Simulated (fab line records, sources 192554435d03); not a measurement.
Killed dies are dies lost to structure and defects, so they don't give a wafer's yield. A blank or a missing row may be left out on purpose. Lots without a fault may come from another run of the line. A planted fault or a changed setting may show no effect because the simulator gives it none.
Problem report in the 8D (eight disciplines) form, filled by code | flow n5_finfet | the parts of the form that need people (team, actions taken, sign-off) are left out

1. THE PROBLEM
killed_at_M4_up at N5_PASSIVATION_PROBE_49 reads a mean of 1106 on 2 wafers of 2 lots; wafers without a fault read 14 with a standard deviation of 5.2. That is +99 or more standard deviations from the usual mean.
First seen on wafer L413.2, day 15 06:40, on prober-01. The record holds 25 wafers of 9 lots with a number at this step. Rule for "out", or "out of limits": more than 4 standard deviations from the usual mean. The other wafers with a number count as sound.

2. WHAT IT IS AND WHAT IT IS NOT
question                    | is                                                                                                                  | is not
which readings at this step | killed_at_M4_up, defect_limited_yield, killed_dies, killed_on_rim, sort_bin_5_function, sort_n_pass, sort_yield_pct | killed_at_M0_to_M3, killed_at_contacts, killed_at_front_end, killed_at_other, killed_open, killed_short, sort_bin_4_leakage, sort_bin_6_memory
which lots                  | L413, L416                                                                                                          | L405, L407, L409, L411, L424, L425, L427
which wafers of those lots  | L413.2, L416.2                                                                                                      | L413.5, L416.5
read on which tools         | prober-01, prober-02                                                                                                | -
when                        | from day 15 06:40                                                                                                   | up to then (12 sound wafers); but 11 sound wafers of L413, L416, L424, L425, L427 came after

3. SUSPECTS, AND WHAT RULES EACH OUT
Counting: a tool at a process step up to the reading stays a suspect if it ran every lot that is out. Sound lots after the first of them don't rule it out here, since some wafers of a struck lot are sound.
- rie_diel-05 at N5_BEOL_M10_VIA_ETCH_34 (etches SiCOH lowk in C4F6/O2, target depth 184.5 nm, time 69.2 s): kept. It ran every lot that is out, first L413 (day 13 04:41); its last sound lot up to then is L411 (day 12 17:53).
- Within rie_diel-05 at N5_BEOL_M10_VIA_ETCH_34: the wafers that are out ran in chamber 2; their sound lot-mates ran in chambers 0, 1.
Left after counting: rie_diel-05 at N5_BEOL_M10_VIA_ETCH_34.

4. THE CAUSE (what the simulator had put in)
Process parameter drift: rie_diel-05, from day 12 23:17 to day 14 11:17, at N5_BEOL_M10_VIA_ETCH_34. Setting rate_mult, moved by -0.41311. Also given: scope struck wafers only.
Counting left only this tool.

5. THE CHAIN OF EFFECTS, in route order
Each row: a reading whose mean over the struck wafers that have a number lies more than 3 standard deviations from the usual. Only readings for which the record gives a usual standard deviation are gone through. hours: the time from each lot's start at the first step in this table that gives one to its start at this step, as a median over the lots. sigmas: the change in usual standard deviations.
hours | step                    | reading              | usual  | on struck wafers | change | sigmas
0     | N5_PASSIVATION_PROBE_49 | defect_limited_yield | 90.5 % | 0.0              | -90.5  | -53
0     | N5_PASSIVATION_PROBE_49 | killed_at_M4_up      | 14     | 1106             | +1092  | +99 or more
0     | N5_PASSIVATION_PROBE_49 | killed_dies          | 112    | 1180             | +1068  | +51
0     | N5_PASSIVATION_PROBE_49 | killed_on_rim        | 15     | 152              | +137   | +30
0     | N5_PASSIVATION_PROBE_49 | sort_bin_5_function  | 5.6 %  | 97.1             | +91.5  | +76
0     | N5_PASSIVATION_PROBE_49 | sort_n_pass          | 1068   | 0                | -1068  | -51
0     | N5_PASSIVATION_PROBE_49 | sort_yield_pct       | 90.5 % | 0.0              | -90.5  | -50
The process steps in it:
- N5_PASSIVATION_PROBE_49

6. WHAT WOULD HAVE CAUGHT IT SOONER
In this record the first reading out of limits was taken at day 15 06:40, 55 hours after the fault began at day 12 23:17.
Of the tool readings at N5_BEOL_M10_VIA_ETCH_34 for which the record gives a usual standard deviation, none was out on any struck wafer, so an alarm limit of 4 standard deviations on them would not have fired.
All the lots that are out (2) had begun N5_BEOL_M10_VIA_ETCH_34 on rie_diel-05 by day 15 06:40. A hold on the tool at that time would have spared none of them.
